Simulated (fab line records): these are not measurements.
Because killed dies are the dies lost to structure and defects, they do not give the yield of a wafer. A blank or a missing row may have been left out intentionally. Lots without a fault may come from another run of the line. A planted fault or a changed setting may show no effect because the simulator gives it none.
The tool behind it: which one?    flow nand_harc    6 lots with 18 wafers sampled at 4 steps, on a route of 1159 steps

## WHAT THE GAUGES SHOWED, per wafer
NHARC_END_SORT_01.
lot   measured      on         killed_dies
L562  day 20 18:26  prober-02  43 35 35
L577  day 24 16:15  prober-01  33 32 33

## EACH LOT AND THE TOOL THAT RAN IT (in order: tool; ch and the chambers of the sampled wafers; start)
lot   NHARC_P_ZERO_WELL_DESCUM_13        NHARC_P_ZERO_WELL_IMPLANT_27    NHARC_P_STI_ETCH_15
L562  rie_diel-07 ch 0,1,3, day 2 07:26  implanter-01 ch 0, day 2 08:47  rie_si-06 ch 1,2,3, day 3 05:52
L566  rie_diel-11 ch 0,1,3, day 3 07:24  implanter-01 ch 0, day 3 08:54  rie_si-03 ch 1,2,3, day 4 07:23
L573  rie_diel-11 ch 0,2, day 5 01:16    implanter-02 ch 0, day 5 02:41  rie_si-01 ch 1,2, day 6 00:19
L575  rie_diel-11 ch 0,1,3, day 5 13:28  implanter-01 ch 0, day 5 14:58  rie_si-06 ch 0,1,3, day 6 09:19
L577  rie_diel-07 ch 0,2,3, day 6 01:41  implanter-01 ch 0, day 6 03:14  rie_si-03 ch 0,2,3, day 7 01:09
L580  rie_diel-12 ch 0,1,2, day 6 19:31  implanter-01 ch 0, day 6 20:55  rie_si-03 ch 0,1,2, day 7 21:22
- NHARC_P_ZERO_WELL_DESCUM_13: chemistry O2, time 3 s.
- NHARC_P_ZERO_WELL_IMPLANT_27
- NHARC_P_STI_ETCH_15: etches the open film in HBr/Cl2, target depth 300 nm, time 100.1 s.

## THE ANSWER, worked out from the rows above alone
Rule: what is usual is taken from the lots themselves. The widest of any qualifying gaps counts: lots, ordered by their means at a reading, are off when they make up no more than a third of the lots, leave a main group of 4 or more, and stand apart from it by 3 or more times the standard deviation of that group's means. If all means in a main group match to the digits the tables above print for the reading, that group is not used. A lot without any number at a reading at which 4 lots or more have one is off too. Where the step has rows for the other lots, those lots are counted as sound.
None of the lots is off at any reading shown; this tells nothing.

## WHAT THE SIMULATOR PUT IN
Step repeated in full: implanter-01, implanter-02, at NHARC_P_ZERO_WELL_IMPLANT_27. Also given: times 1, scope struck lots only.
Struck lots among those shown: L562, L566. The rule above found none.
